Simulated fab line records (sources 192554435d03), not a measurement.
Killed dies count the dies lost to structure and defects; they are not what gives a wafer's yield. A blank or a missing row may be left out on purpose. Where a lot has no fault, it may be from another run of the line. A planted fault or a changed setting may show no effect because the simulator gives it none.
fab line records ; flow n5_finfet
record lots=3; wafers=9; last_day=18
route steps=1938 shown BEOL_M0_SAQP@664 BEOL_M0_CUTY@701 BEOL_M4@1111 PASSIVATION@1936
lots untouched by any fault: they come from a run of this same line in which no faults occurred
start_h: hours from the record's opening day to when the first of the lot's shown wafers began ; wait_h: hours from the lot's prior step to this one ; " the same as in the row above ; L1.1+2: a single row standing in for several wafers ; - no value present, or no start provided ; * or withheld: withheld ; < > ~ a bound
route shown NAME@n: names a module that has steps shown in the file, with the first one's number in the route ; usual: the fault-free wafers' mean and standard deviation ; same: alike in all rows ; chamber/n: place in a boat ; sites: readings site by site ; _std_site: the values' standard deviation ; _edge_site: the outer-site mean with the inner-site mean subtracted ; radius_mm: for every site, how far away it sits from the centre of the wafer ; mask NAME#n: copy n ; behind: the tool/chamber that last shaped the wafer ; hold: reason for holding the lot/hours on hold/outcome of the hold ; device: the n, p or np transistor that did not switch ; end of line: at the end of the route, the tests of the same wafers ; for a step that has no rows: nothing shown but its recipe ; killed: at the first sort, the dies lost to defects and structure; wafer yield is something else ; map: shows each die of a wafer: x if killed, . if not, _ if none is there
set.NAME: the setting that was run; set.NAME@STEP: the one run at that earlier step ; model.NAME: the simulator's own value behind a step, which no gauge read
a table for each step, a row for each wafer; lots at some steps of the route
services: the hour from which a tool's chamber was out of use, counted from the record's first day as start_h (under 0 if before that day), plus the number of hours and why
## steps
# step N5_BEOL_M0_SAQP_SPACER1_ETCHBACK_99
# recipe chemistry=CHF3/O2; mode=anisotropic_etchback; target=SiO2; target_depth_a=154; time_s=7.7; pressure_mtorr=30; source_w=650; bias_w=170; Ar_flow_sccm=200; CHF3_flow_sccm=50; O2_flow_sccm=5; ion_energy_ev=200
# step N5_BEOL_M0_SAQP_MANDREL1_REMOVE_100
# recipe chemistry=HBr/Cl2/O2; bt_time_s=10; target=a-Si; stop_on=SiNx; endpoint=OES-SiCl; over_etch_frac=0.85; icp_w=600; bias_w=30; HBr_flow_sccm=150; Cl2_flow_sccm=80; O2_flow_sccm=5; pressure_mtorr=10
# step N5_BEOL_M0_SAQP_ETCH_101
# recipe chemistry=CH3F/O2; target=SiNx; mask_material=SiO2; target_depth_a=299; time_s=42.7; pressure_mtorr=30; source_w=395; bias_w=73; Ar_flow_sccm=150; CH3F_flow_sccm=30; O2_flow_sccm=20; ion_energy_ev=120
# step N5_BEOL_M0_SAQP_ETCH_102
# recipe chemistry=CF4; target=SiO2; target_depth_a=40; ion_energy_ev=350; time_s=4.4; pressure_mtorr=10; icp_w=800; bias_w=400; cf4_flow_sccm=80
# step N5_BEOL_M0_SAQP_MANDREL_ETCH_103
# recipe chemistry=HBr/Cl2; target=a-Si; target_depth_a=450; bt_time_s=10; stop_on=SiCN; mask_material=SiO2; over_etch_frac=0.8; time_s=27; pressure_mtorr=10; icp_w=800; bias_w=75; HBr_flow_sccm=150; Cl2_flow_sccm=80; ends=end_point
# step N5_BEOL_M0_SAQP_RECESS_104
# recipe chemistry=HF/NH3; target=SiO2; target_depth_a=180; afs_cycles=3; temp_c=30; sublimation_temp_c=180; sublimation_time_s=60
# step N5_BEOL_M0_SAQP_COAT_105
# recipe resist=SOC; temp_c=250; time_s=60; spin_rpm=1500; resist_thk_nm=100
# step N5_BEOL_M0_SAQP_ETCH_106
# recipe chemistry=N2/H2; target=SOC; target_depth_a=1500; stop_on=SiNx; ion_energy_ev=100; bias_w=61; pressure_mtorr=30; source_w=850; n2_flow_sccm=200; h2_flow_sccm=200
# step N5_BEOL_M0_SAQP_ETCH_107
# recipe chemistry=CH3F/O2; target=SiNx; target_depth_a=300; mask_material=SOC; pressure_mtorr=30; source_w=395; bias_w=73; Ar_flow_sccm=150; CH3F_flow_sccm=30; O2_flow_sccm=20; ion_energy_ev=120
# step N5_BEOL_M0_SAQP_STRIP_108
# recipe chemistry=N2/H2; power_w=500; temp_c=40; pressure_mtorr=50; rf_frequency_hz=6e+07; overash_fraction=0.3; bias_power_w=28; h2_frac=0.5; n2_flow_sccm=300; h2_flow_sccm=300
# step N5_BEOL_M0_SAQP_RECESS_109
# recipe chemistry=HF/NH3; target=SiO2; target_depth_a=30; afs_cycles=1; temp_c=30; sublimation_temp_c=180; sublimation_time_s=60
# step N5_BEOL_M0_SAQP_SPACER2_ALD_26
# recipe material=SiO2; target_thk_a=150; temp_c=300; ald_precursor_family=BDEAS; ald_co_reactant=O2-plasma; pulse_time_s=1; purge_time_s=2; co_reactant_purge_time_s=2; pressure_torr=2
# usual heater_power_w=486/45; precursor_pulse_height_rel=0.999/0.02
lot.wafer;tool;chamber;start_h;wait_h;heater_power_w;precursor_pulse_height_rel;model.SiO2_of_BEOL_M0_SAQP_SPACER2_ALD_26.thk_nm
L549.2;ald_sin-04;1;205.32;0.2;480;0.984;15
L549.3;ald_sin-04;3;205.32;0.2;464;1.013;15
L549.5;ald_sin-04;1;205.32;0.2;466;1.004;15
L553.1;ald_sin-04;3;226.01;0.1;472;0.960;11.8
L553.5;ald_sin-04;1;226.01;0.1;487;0.983;15
L553.6;ald_sin-04;0;226.01;0.1;495;1.027;15
L556.3;ald_sin-03;0;242.72;0.1;470;0.986;15
L556.4;ald_sin-03;1;242.72;0.1;461;0.981;15
L556.6;ald_sin-03;2;242.72;0.1;516;0.970;15
# step N5_BEOL_M0_SAQP_SPACER2_ETCHBACK_27
# recipe chemistry=CHF3/O2; mode=anisotropic_etchback; target=SiO2; target_depth_a=225; time_s=11.25; pressure_mtorr=30; source_w=650; bias_w=170; Ar_flow_sccm=200; CHF3_flow_sccm=50; O2_flow_sccm=5; ion_energy_ev=200
# step N5_BEOL_M0_SAQP_MANDREL2_REMOVE_110
# recipe chemistry=HBr/Cl2/O2; bt_time_s=10; target=a-Si; stop_on=SiCN; endpoint=OES-SiCl; over_etch_frac=1; icp_w=600; bias_w=30; HBr_flow_sccm=150; Cl2_flow_sccm=80; O2_flow_sccm=5; pressure_mtorr=10
# usual drypump_motor_current_A=6.0/0.4; oes_product_au=1.001/0.016; throttle_valve_pct=36.6/0.32
lot.wafer;tool;chamber;start_h;wait_h;drypump_motor_current_A;oes_product_au;rf_hours_counter_h;throttle_valve_pct;model.SiO2_of_BEOL_M0_SAQP_SPACER2_ALD_26.thk_nm;model.BEOL_M0_SAQP.cd_nm
L549.2;rie_si-03;2;206.00;0.1;5.8;1.013;2;36.6;10.6;15
L549.3;rie_si-03;3;206.00;0.1;6.3;0.982;56;37.0;10.6;15
L549.5;rie_si-03;3;206.00;0.1;6.3;0.992;-;37.0;10.6;15
L553.1;rie_si-03;2;226.67;0.1;5.8;1.023;3;36.6;7.4;11.8
L553.5;rie_si-03;1;226.67;0.1;6.5;1.020;-;36.2;10.6;15
L553.6;rie_si-03;2;226.67;0.1;5.8;1.005;-;36.6;10.6;15
L556.3;rie_si-02;2;243.36;0.1;6.5;1.021;158;36.6;10.6;14.8
L556.4;rie_si-02;1;243.36;0.1;5.7;1.005;114;36.4;10.6;15.2
L556.6;rie_si-02;1;243.36;0.1;5.7;0.996;-;36.4;10.6;15
# step N5_BEOL_M0_SAQP_CD_MEAS_29
# recipe target_cd_nm=14.4; landing_energy_ev=1000; detector=se_inlens
# usual cd_nm=15.02/0.22
lot.wafer;tool;chamber;start_h;wait_h;cd_nm
L549.2;cd_sem-02;0;206.12;0.1;15.40
L549.3;cd_sem-02;0;206.12;0.1;14.85
L549.5;cd_sem-02;0;206.12;0.1;15.18
L553.1;cd_sem-01;0;226.78;0.1;11.64
L553.5;cd_sem-01;0;226.78;0.1;15.06
L553.6;cd_sem-01;0;226.78;0.1;15.07
L556.3;cd_sem-03;0;243.47;0.1;14.49
L556.4;cd_sem-03;0;243.47;0.1;15.18
L556.6;cd_sem-03;0;243.47;0.1;15.43
# step N5_BEOL_M0_SAQP_COAT_69
# recipe resist=SOC; temp_c=250; time_s=60; spin_rpm=1500; resist_thk_nm=90
# step N5_BEOL_M0_SAQP_COAT_72
# recipe resist=SiARC; temp_c=220; time_s=60; spin_rpm=1500; resist_thk_nm=15
# step N5_BEOL_M0_SAQP_COAT_87
# recipe resist=underlayer; temp_c=205; time_s=60; spin_rpm=1500; resist_thk_nm=5
# step N5_BEOL_M0_SAQP_COAT_34
# recipe resist=CAR-EUV; spin_rpm=1500; resist_thk_nm=30
# step N5_BEOL_M0_SAQP_EBR_36
# recipe solvent=PGMEA; ebr_width_mm=1.5
# step N5_BEOL_M0_SAQP_SOFTBAKE_35
# recipe temp_c=110; time_s=60; resist=CAR-EUV
# step N5_BEOL_M0_SAQP_EXPOSE_37
# recipe mask_id=M0_CUT1; na=0.33; source_shape=annular; sigma_inner=0.35; sigma_outer=0.8; polarization=unpolarized; target_cd_nm=30; dose_mj=44.75
# step N5_BEOL_M0_SAQP_PEB_38
# recipe peb_temp_c=100; peb_time_s=60; resist=CAR-EUV
# step N5_BEOL_M0_SAQP_DEVELOP_39
# recipe develop_time_s=30; developer=TMAH; resist=CAR-EUV; rinse_liquid=surfactant_rinse; dry=air_spin; dev_temp_c=23
# step N5_BEOL_M0_SAQP_DESCUM_45
# recipe chemistry=O2; time_s=7; source_power_w=50; bias_power_w=20; pressure_mtorr=20; rf_frequency_hz=2.712e+07; temp_c=40; resist=CAR-EUV; o2_flow_sccm=225
# step N5_BEOL_M0_SAQP_ETCH_88
# recipe chemistry=N2/H2; target=underlayer; target_depth_a=65; time_s=5.2; ion_energy_ev=200; mask_material=CAR-EUV; pressure_mtorr=30; source_w=840; bias_w=150; n2_flow_sccm=200; h2_flow_sccm=200; ends=cleared
# step N5_BEOL_M0_SAQP_ETCH_73
# recipe chemistry=CF4; target=SiARC; target_depth_a=195; mask_material=CAR-EUV; time_s=32.5; ion_energy_ev=80; pressure_mtorr=40; source_w=545; bias_w=36; Ar_flow_sccm=100; cf4_flow_sccm=100; ends=cleared
# step N5_BEOL_M0_SAQP_CUT_ETCH_46
# recipe chemistry=N2/H2; target=SOC; target_depth_a=1350; overetch_a=270; temp_c=40; time_s=202.5; ion_energy_ev=200; mask_material=SiARC; pressure_mtorr=30; source_w=840; bias_w=150; n2_flow_sccm=200; h2_flow_sccm=200
# step N5_BEOL_M0_SAQP_STRIP_74
# recipe chemistry=N2/H2; temp_c=40; n2_flow_sccm=200; h2_flow_sccm=200; rf_frequency_hz=6e+07
# step N5_BEOL_M0_SAQP_STRIP_89
# recipe chemistry=N2/H2; temp_c=40; n2_flow_sccm=200; h2_flow_sccm=200; rf_frequency_hz=6e+07
# step N5_BEOL_M0_SAQP_ALD_48
# recipe material=SiO2; target_thk_a=200; temp_c=100; ald_precursor_family=BDEAS; ald_co_reactant=O2-plasma; pulse_time_s=1; co_reactant_pulse_time_s=1; purge_time_s=2; co_reactant_purge_time_s=2; ald_cycles=139; pressure_torr=2
# step N5_BEOL_M0_SAQP_ETCH_49
# recipe chemistry=CF4/O2; target_depth_a=370; target=SiO2; pressure_mtorr=40; source_w=535; bias_w=49; Ar_flow_sccm=100; cf4_flow_sccm=100; O2_flow_sccm=10; ion_energy_ev=100
# step N5_BEOL_M0_SAQP_STRIP_75
# recipe chemistry=CF4; resist=SiARC; power_w=300; bias_power_w=75; pressure_mtorr=50; cf4_flow_sccm=150; rf_frequency_hz=6e+07
# step N5_BEOL_M0_CUTY_COAT_50
# recipe resist=SiARC; temp_c=220; time_s=60; spin_rpm=1500; resist_thk_nm=15
# step N5_BEOL_M0_CUTY_COAT_51
# recipe resist=CAR-ArF-block; spin_rpm=1500; resist_thk_nm=150
# step N5_BEOL_M0_CUTY_EBR_52
# recipe solvent=PGMEA; ebr_width_mm=1.5
# step N5_BEOL_M0_CUTY_SOFTBAKE_53
# recipe temp_c=110; time_s=60; resist=CAR-ArF-block
# step N5_BEOL_M0_CUTY_EXPOSE_54
# recipe mask_id=M0_ABLK; na=1.35; source_shape=conventional; sigma_outer=0.8; polarization=unpolarized; dose_mj=36
# step N5_BEOL_M4_RC_MEAS_101
# usual DIBL_N=36.5/1.9; DIBL_P=36.7/2.1; IOFF_N=0.17/0.035; IOFF_P=0.22/0.042; ION_N=676/10; ION_P=462/8.1; SS_N=71.5/0.72; SS_P=73.4/0.7; VT_N=249/3.1; VT_P=-250/3.9
lot.wafer;tool;chamber;start_h;wait_h;DIBL_N[mV/V];DIBL_P[mV/V];IOFF_N[nA/um];IOFF_P[nA/um];ION_N[uA/um];ION_P[uA/um];SS_N[mV/dec];SS_P[mV/dec];VT_N[mV];VT_P[mV]
L549.2;prober-01;0;264.08;0.2;36.8;37.6;0.18;0.19;680;451;72.1;73.2;247;-255
L549.3;prober-01;0;264.08;0.2;33.9;34.4;0.12;0.16;662;449;70.8;73.3;252;-255
L549.5;prober-01;0;264.08;0.2;34.6;34.4;0.14;0.16;675;452;70.7;72.3;250;-258
L553.5;prober-01;0;298.67;0.6;34.3;36.9;0.13;0.22;673;471;71.4;72.9;252;-248
L553.6;prober-01;0;298.67;0.6;37.3;39.3;0.18;0.26;682;466;73.0;74.7;247;-243
L556.3;prober-02;0;325.04;0.3;35.7;35.5;0.13;0.19;669;463;71.5;73.0;251;-251
L556.4;prober-02;0;325.04;0.3;36.2;35.4;0.15;0.19;664;456;71.0;72.8;248;-253
L556.6;prober-02;0;325.04;0.3;38.1;37.5;0.16;0.22;662;462;71.8;73.5;250;-249
# step N5_PASSIVATION_PROBE_49
# usual defect_limited_yield=91.4/1.5; killed_at_M0_to_M3=35/12; killed_at_M4_up=13/5.8; killed_at_contacts=12/5.5; killed_at_front_end=36/9.9; killed_at_other=4/3.7; killed_dies=101/18; killed_on_rim=13/4.1; killed_open=66/13; killed_short=33/8; sort_bin_5_function=5.0/1; sort_bin_6_memory=3.2/0.67; sort_n_pass=1079/18; sort_yield_pct=91.4/1.5
# same gross_dies=1180; killed_at_back_side=0; sort_bin_4_leakage[%]=0; sort_bin_8_speed[%]=0
lot.wafer;tool;chamber;start_h;wait_h;defect_limited_yield[%];killed_at_M0_to_M3;killed_at_M4_up;killed_at_contacts;killed_at_front_end;killed_at_other;killed_dies;killed_on_rim;killed_open;killed_short;sort_bin_5_function[%];sort_bin_6_memory[%];sort_n_pass;sort_yield_pct[%]
L553.1;prober-02;-;412.09;0.0;0;1104;18;12;46;0;1180;152;77;21;5.3;3.2;0;0
L553.5;prober-02;-;412.29;0.2;92.4;29;20;11;29;1;90;10;59;30;4.7;2.6;1090;92.4
L553.6;prober-02;-;412.34;0.3;92.5;31;6;13;39;0;89;12;58;29;3.8;3.7;1091;92.5
# killed by level:class
L553.1 BEOL_M0_SAQP:area_ald=1078 STI_FIN_REVEAL:geometric_particle:open=10 DUMMY_GATE:geometric_particle:open=9 FIN_SAQP:geometric_particle:open=8 BEOL_M3:geometric_particle:open=8 MOL_CONTACT_COAG:geometric_particle:open=7 BEOL_M0_SAQP:geometric_particle:open=6 BEOL_M5:geometric_particle:open=5
L553.5 MOL_CONTACT_COAG:geometric_particle:open=11 BEOL_M3:geometric_particle:open=10 BEOL_M0_SAQP:geometric_particle:short=7 BEOL_M4:geometric_particle:open=7 FIN_SAQP:geometric_particle:open=5 GATE_CUT:geometric_particle:short=5 BEOL_M0_SAQP:geometric_particle:open=5 DUMMY_GATE:geometric_particle:short=4
L553.6 DUMMY_GATE:geometric_particle:open=13 MOL_CONTACT_COAG:geometric_particle:open=12 STI_FIN_REVEAL:geometric_particle:open=7 BEOL_M2:geometric_particle:short=7 BEOL_M0_SAQP:geometric_particle:short=6 FIN_SAQP:geometric_particle:short=5 FIN_SAQP:geometric_particle:open=4 GATE_CUT:geometric_particle:short=4
# map L553.1 (x killed, . not)
_________________xxxxxxxxxxxx________________
______________xxxxxxxxxxxxxxxxxx_____________
___________xxxxxxxxxxxxxxxxxxxxxxxx__________
__________xxxxxxxxxxxxxxxxxxxxxxxxxx_________
________xxxxxxxxxxxxxxxxxxxxxxxxxxxxxx_______
_______xxxxxxxxxxxxxxxxxxxxxxxxxxxxxxxx______
______xxxxxxxxxxxxxxxxxxxxxxxxxxxxxxxxxx_____
_____xxxxxxxxxxxxxxxxxxxxxxxxxxxxxxxxxxxx____
____xxxxxxxxxxxxxxxxxxxxxxxxxxxxxxxxxxxxxx___
___xxxxxxxxxxxxxxxxxxxxxxxxxxxxxxxxxxxxxxxx__
___xxxxxxxxxxxxxxxxxxxxxxxxxxxxxxxxxxxxxxxx__
__xxxxxxxxxxxxxxxxxxxxxxxxxxxxxxxxxxxxxxxxxx_
__xxxxxxxxxxxxxxxxxxxxxxxxxxxxxxxxxxxxxxxxxx_
_xxxxxxxxxxxxxxxxxxxxxxxxxxxxxxxxxxxxxxxxxxxx
_xxxxxxxxxxxxxxxxxxxxxxxxxxxxxxxxxxxxxxxxxxxx
_xxxxxxxxxxxxxxxxxxxxxxxxxxxxxxxxxxxxxxxxxxxx
_xxxxxxxxxxxxxxxxxxxxxxxxxxxxxxxxxxxxxxxxxxxx
_xxxxxxxxxxxxxxxxxxxxxxxxxxxxxxxxxxxxxxxxxxxx
_xxxxxxxxxxxxxxxxxxxxxxxxxxxxxxxxxxxxxxxxxxxx
_xxxxxxxxxxxxxxxxxxxxxxxxxxxxxxxxxxxxxxxxxxxx
_xxxxxxxxxxxxxxxxxxxxxxxxxxxxxxxxxxxxxxxxxxxx
__xxxxxxxxxxxxxxxxxxxxxxxxxxxxxxxxxxxxxxxxxx_
__xxxxxxxxxxxxxxxxxxxxxxxxxxxxxxxxxxxxxxxxxx_
___xxxxxxxxxxxxxxxxxxxxxxxxxxxxxxxxxxxxxxxx__
___xxxxxxxxxxxxxxxxxxxxxxxxxxxxxxxxxxxxxxxx__
____xxxxxxxxxxxxxxxxxxxxxxxxxxxxxxxxxxxxxx___
_____xxxxxxxxxxxxxxxxxxxxxxxxxxxxxxxxxxxx____
______xxxxxxxxxxxxxxxxxxxxxxxxxxxxxxxxxx_____
_______xxxxxxxxxxxxxxxxxxxxxxxxxxxxxxxx______
________xxxxxxxxxxxxxxxxxxxxxxxxxxxxxx_______
__________xxxxxxxxxxxxxxxxxxxxxxxxxx_________
___________xxxxxxxxxxxxxxxxxxxxxxxx__________
______________xxxxxxxxxxxxxxxxxx_____________
_________________xxxxxxxxxxxx________________
# map L549.3 (x killed, . not)
_________________..x........x________________
______________.................._____________
___________...........x..x.......x.__________
__________....x....................._________
________..x............x..........x..._______
_______....x...........................______
______................x.....x......x...._____
_____........x..........................x____
____....x.....x..x........................___
___.................x........x.....x.......__
___..x......x..........x.....x.....x.......__
__..x...x......x..........xx...xx.x..x......_
__.......x....................x............._
_.....x..x....x.......................xx.x...
_.x...x....x........x...............xx......x
_..x...........x..xx.......x................x
_...............x.....................x......
_.x................x.....x.......x..x........
_...........x..x................xx..........x
_........x..........x.......x....x......x....
_x.........x............x.....xx........x....
__....xx....x........x......x..............._
__...........................x.............._
___...........x...x..x..........x........x.__
___....x.......x...x........x.....x........__
____...x....................x.x..........x___
_____x.....x.x...xx....................x.____
______.......x.........................x_____
_______......xx.x......x.......x.......______
________.................x..x.x.xx...x_______
__________.........................._________
___________........................__________
______________.x.............x.._____________
_________________.........x..________________
## services
tool;chamber;start_h;hours;kind
rie_si-02;0;187.72;4.2;repair
ald_sin-03;0;190.81;-;clean
ald_sin-03;1;190.81;-;clean
ald_sin-03;2;190.81;-;clean
ald_sin-03;3;190.81;-;clean
rie_si-03;1;218.53;6.6;repair
## key
first_sign step=N5_BEOL_M0_SAQP_CD_MEAS_29; reading=cd_nm; direction=down; sigmas=15; usual=15.02; struck=11.64
effect step=N5_PASSIVATION_PROBE_49; reading=killed_at_M0_to_M3; direction=up; sigmas=92; usual=35; struck=1104
model_effect step=N5_BEOL_M0_SAQP_SPACER2_ALD_26; value=SiO2_of_BEOL_M0_SAQP_SPACER2_ALD_26.thk_nm; without=15.2; struck=11.8
model_effect step=N5_BEOL_M0_SAQP_MANDREL2_REMOVE_110; value=SiO2_of_BEOL_M0_SAQP_SPACER2_ALD_26.thk_nm; without=10.8; struck=7.4
more_kills_born_at N5_BEOL_M0_SAQP_SPACER2_ALD_26@ald_sin-04=1078
met_at N5_BEOL_M0_SAQP_SPACER2_ALD_26
struck_wafers L553.1
later_rows_left_out L553.1
onset_between 205.32 226.01
fault kind=process_parameter_drift; tool=ald_sin-04; chamber=3; onset_h=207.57; steps=N5_BEOL_M0_SAQP_SPACER2_ALD_26; channel=target_thk_a; offset=*; shape=step; end_h=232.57; acts_in=*; stated=*
# later_rows_left_out: the simulator's readings of these wafers behind a module that went badly wrong aren't trusted and aren't shown, but for the sort
